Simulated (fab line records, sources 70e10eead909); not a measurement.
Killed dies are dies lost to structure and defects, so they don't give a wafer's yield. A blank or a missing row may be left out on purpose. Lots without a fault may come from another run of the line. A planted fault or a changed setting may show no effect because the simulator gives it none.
Which tool did it? | flow nand_harc | 13 lots, 38 wafers sampled, at 5 steps of a route of 1302

WHAT THE GAUGES READ, wafer by wafer
NHARC_THIN_TSV_CD_MEAS_12: target cd 1000 nm. Usual: cd_nm 1000.5 nm, standard deviation 1.4.
lot  | measured     | on        | cd_nm (nm)           | flag
L422 | day 24 04:59 | cd_sem-02 | 1000.6 1000.3 999.4  |
L424 | day 24 12:08 | cd_sem-03 | 1000.6 1000.1 999.4  |
L426 | day 25 05:57 | cd_sem-03 | 1002.3 1001.3 999.9  |
L427 | day 26 00:59 | cd_sem-03 | 999.9 1001.3 998.9   |
L429 | day 26 12:58 | cd_sem-01 | 1001.5 998.9 1002.5  |
L431 | day 27 01:41 | cd_sem-03 | 999.0 998.8 998.9    |
L432 | day 28 04:46 | cd_sem-02 | 1000.7 999.2 1001.3  |
L435 | day 29 07:25 | cd_sem-02 | 998.2 997.1          |
L437 | day 30 11:50 | cd_sem-02 | 1003.3               |
L439 | day 30 22:39 | cd_sem-03 | 1000.9 999.2         |
L443 | day 32 11:31 | cd_sem-02 | 1002.4 1001.0 1000.6 |
L444 | day 32 12:44 | cd_sem-02 | 998.8 1000.4 1000.3  |
L445 | day 32 21:49 | cd_sem-02 | 1001.0 1003.8 1002.8 |

NHARC_END_SORT_01. Usual: killed_at_array 61, standard deviation 23; killed_at_other 1.3, standard deviation 1.4; killed_at_periphery 4.0, standard deviation 2.6; killed_dies 66, standard deviation 22; killed_open 3.4, standard deviation 1.8; killed_short 2.3, standard deviation 1.4.
lot  | measured     | on        | killed_at_array | killed_at_other | killed_at_periphery | killed_dies | killed_open | killed_short | flag
L435 | day 29 22:10 | prober-02 | 50 673 59       | 0 0 1           | 6 4 7               | 56 677 67   | 4 7 9       | 3 1 2        | OFF
L437 | day 31 02:49 | prober-02 | 56 670          | 5 6             | 5 1                 | 66 677      | 4 3         | 3 2          | OFF
L439 | day 31 13:34 | prober-02 | 671 55 60       | 0 0 1           | 6 3 6               | 677 58 67   | 5 3 4       | 3 3 2        | OFF

WHICH TOOL RAN EACH LOT (tool, then ch and the chambers of the sampled wafers, then the start)
lot  | NHARC_A_CHANNEL_HOLE_D2_DEP_00 | NHARC_THIN_TSV_STRIP_62              | NHARC_THIN_TSV_ETCH_59
L422 | acl_dep-03 ch 0, day 13 14:08  | plasma_asher-02 ch 0,1, day 24 07:34 | rie_metal-02 ch 0,1, day 24 11:01
L424 | acl_dep-03 ch 0, day 14 06:57  | plasma_asher-01 ch 0,1, day 24 14:52 | rie_metal-01 ch 0,1, day 24 18:27
L426 | acl_dep-03 ch 0, day 14 22:56  | plasma_asher-02 ch 0,1, day 25 08:35 | rie_metal-03 ch 0,1, day 25 12:05
L427 | acl_dep-03 ch 0, day 15 05:36  | plasma_asher-01 ch 0,1, day 26 03:49 | rie_metal-01 ch 0,1, day 26 07:19
L429 | acl_dep-03 ch 0, day 16 00:56  | plasma_asher-02 ch 0,1, day 26 15:35 | rie_metal-03 ch 0,1, day 26 19:11
L431 | acl_dep-03 ch 0, day 16 12:39  | plasma_asher-01 ch 0,1, day 27 04:17 | rie_metal-03 ch 0,1, day 27 07:44
L432 | acl_dep-03 ch 0, day 17 12:54  | plasma_asher-01 ch 0,1, day 28 07:23 | rie_metal-02 ch 0, day 28 10:52
L435 | acl_dep-03 ch 0, day 19 03:04  | plasma_asher-02 ch 0,1, day 29 10:03 | rie_metal-03 ch 0, day 29 13:29
L437 | acl_dep-03 ch 0, day 19 09:43  | plasma_asher-01 ch 0, day 30 14:27   | rie_metal-03 ch 1, day 30 17:56
L439 | acl_dep-03 ch 0, day 20 07:54  | plasma_asher-02 ch 0,1, day 31 01:19 | rie_metal-03 ch 0,1, day 31 04:57
L443 | acl_dep-02 ch 0, day 21 13:55  | plasma_asher-01 ch 0,1, day 32 14:07 | rie_metal-01 ch 0,1, day 32 17:37
L444 | acl_dep-02 ch 0, day 21 21:47  | plasma_asher-02 ch 0,1, day 32 15:20 | rie_metal-02 ch 0,1, day 32 18:56
L445 | acl_dep-03 ch 0, day 22 15:55  | plasma_asher-02 ch 0,1, day 33 00:38 | rie_metal-03 ch 0,1, day 33 04:13
- NHARC_A_CHANNEL_HOLE_D2_DEP_00: deposits aC, target thk 3100 nm.
- NHARC_THIN_TSV_STRIP_62: strips in N2/H2, time 20 s.
- NHARC_THIN_TSV_ETCH_59: etches the open film in Cl2/BCl3, target depth 880 nm, time 138.1 s.

WHAT THE TOOLS THEMSELVES READ (means of the sampled wafers that have a number; where no wafer has one, the mark that the record gives instead)
NHARC_A_CHANNEL_HOLE_D2_DEP_00. Usual: susceptor_temp_C 400.00 C, standard deviation 0.21; throttle_valve_pct 35.001 %, standard deviation 0.0092.
lot  | tool       | susceptor_temp_C (C) | throttle_valve_pct (%) | flag
L422 | acl_dep-03 | 400.13               | 35.001                 |
L424 | acl_dep-03 | 400.04               | 35.006                 |
L426 | acl_dep-03 | 400.03               | 35.002                 |
L427 | acl_dep-03 | 399.87               | 34.997                 |
L429 | acl_dep-03 | -                    | 35.006                 | OFF
L431 | acl_dep-03 | 399.84               | 34.998                 |
L432 | acl_dep-03 | 400.29               | 35.004                 |
L435 | acl_dep-03 | -                    | 35.004                 | OFF
L437 | acl_dep-03 | 399.96               | 34.999                 |
L439 | acl_dep-03 | -                    | 34.986                 | OFF
L443 | acl_dep-02 | 399.86               | 34.986                 |
L444 | acl_dep-02 | 400.09               | 35.001                 |
L445 | acl_dep-03 | 399.90               | 35.000                 |

NHARC_THIN_TSV_STRIP_62. Usual: drypump_motor_current_A 6.08 A, standard deviation 0.15; heater_power_w 316 W, standard deviation 24.
lot  | tool            | drypump_motor_current_A (A) | heater_power_w (W) | flag
L422 | plasma_asher-02 | 5.95                        | 333                |
L424 | plasma_asher-01 | 6.24                        | 299                |
L426 | plasma_asher-02 | 5.91                        | 313                |
L427 | plasma_asher-01 | 6.24                        | 296                |
L429 | plasma_asher-02 | 5.91                        | 325                |
L431 | plasma_asher-01 | 6.22                        | 300                |
L432 | plasma_asher-01 | 6.21                        | 313                |
L435 | plasma_asher-02 | 5.92                        | 335                |
L437 | plasma_asher-01 | 6.18                        | 311                |
L439 | plasma_asher-02 | 5.92                        | 333                |
L443 | plasma_asher-01 | 6.24                        | 300                |
L444 | plasma_asher-02 | 5.95                        | 341                |
L445 | plasma_asher-02 | 5.92                        | 329                |

NHARC_THIN_TSV_ETCH_59. Usual: chamber_pressure_mTorr 10.000 mTorr, standard deviation 0.0087; drypump_motor_current_A 5.7 A, standard deviation 0.48; oes_product_au 0.997 a.u., standard deviation 0.0069; throttle_valve_pct 22.265 %, standard deviation 0.0086.
lot  | tool         | chamber_pressure_mTorr (mTorr) | drypump_motor_current_A (A) | oes_product_au (a.u.) | throttle_valve_pct (%) | flag
L422 | rie_metal-02 | 10.008                         | 5.8                         | 0.996                 | 22.262                 |
L424 | rie_metal-01 | 10.002                         | 5.6                         | 1.003                 | 22.263                 |
L426 | rie_metal-03 | 10.003                         | 5.7                         | 0.998                 | 22.268                 |
L427 | rie_metal-01 | 9.998                          | 5.6                         | 0.999                 | 22.267                 |
L429 | rie_metal-03 | 10.002                         | 5.7                         | 0.995                 | 22.266                 |
L431 | rie_metal-03 | 9.994                          | 5.7                         | 1.000                 | 22.263                 |
L432 | rie_metal-02 | 9.993                          | 5.6                         | 1.004                 | 22.267                 |
L435 | rie_metal-03 | 9.995                          | 5.7                         | 0.990                 | 22.271                 |
L437 | rie_metal-03 | 9.992                          | 5.6                         | 0.989                 | 22.265                 |
L439 | rie_metal-03 | 10.003                         | 5.7                         | 0.995                 | 22.270                 |
L443 | rie_metal-01 | 9.998                          | 5.2                         | 0.987                 | 22.263                 |
L444 | rie_metal-02 | 9.997                          | 6.1                         | 0.995                 | 22.266                 |
L445 | rie_metal-03 | 10.000                         | 5.6                         | 0.989                 | 22.273                 |

THE ANSWER, worked out from the rows above alone
Rule: a lot is off if the mean of its wafers that have a number lies more than 3 standard deviations from the usual mean. A lot without any number at a reading at which 4 lots or more have one is off too. The other lots that the step has rows for count as sound. The gauges are gone through in route order, then the tools' own readings, and for those a lot's mean is taken as printed above. The first step at which some lot is off is used, and at that step the reading that is off furthest; a lot without a number counts as furthest.
Off: L435, L437, L439, at NHARC_END_SORT_01 (killed_dies). Neither off nor sound, because the step has no rows for them: L422, L424, L426, L427, L429, L431, L432, L443, L444, L445.
A tool fits if, at a process step before that reading, it ran every lot that is off, and no sound lot after the first of them. The gauges at NHARC_END_SORT_01 are tried like those tools. Can't be told from this: 3 tools fit, acl_dep-03 at NHARC_A_CHANNEL_HOLE_D2_DEP_00, rie_metal-03 at NHARC_THIN_TSV_ETCH_59, prober-02 at NHARC_END_SORT_01.

WHAT THE SIMULATOR HAD PUT IN
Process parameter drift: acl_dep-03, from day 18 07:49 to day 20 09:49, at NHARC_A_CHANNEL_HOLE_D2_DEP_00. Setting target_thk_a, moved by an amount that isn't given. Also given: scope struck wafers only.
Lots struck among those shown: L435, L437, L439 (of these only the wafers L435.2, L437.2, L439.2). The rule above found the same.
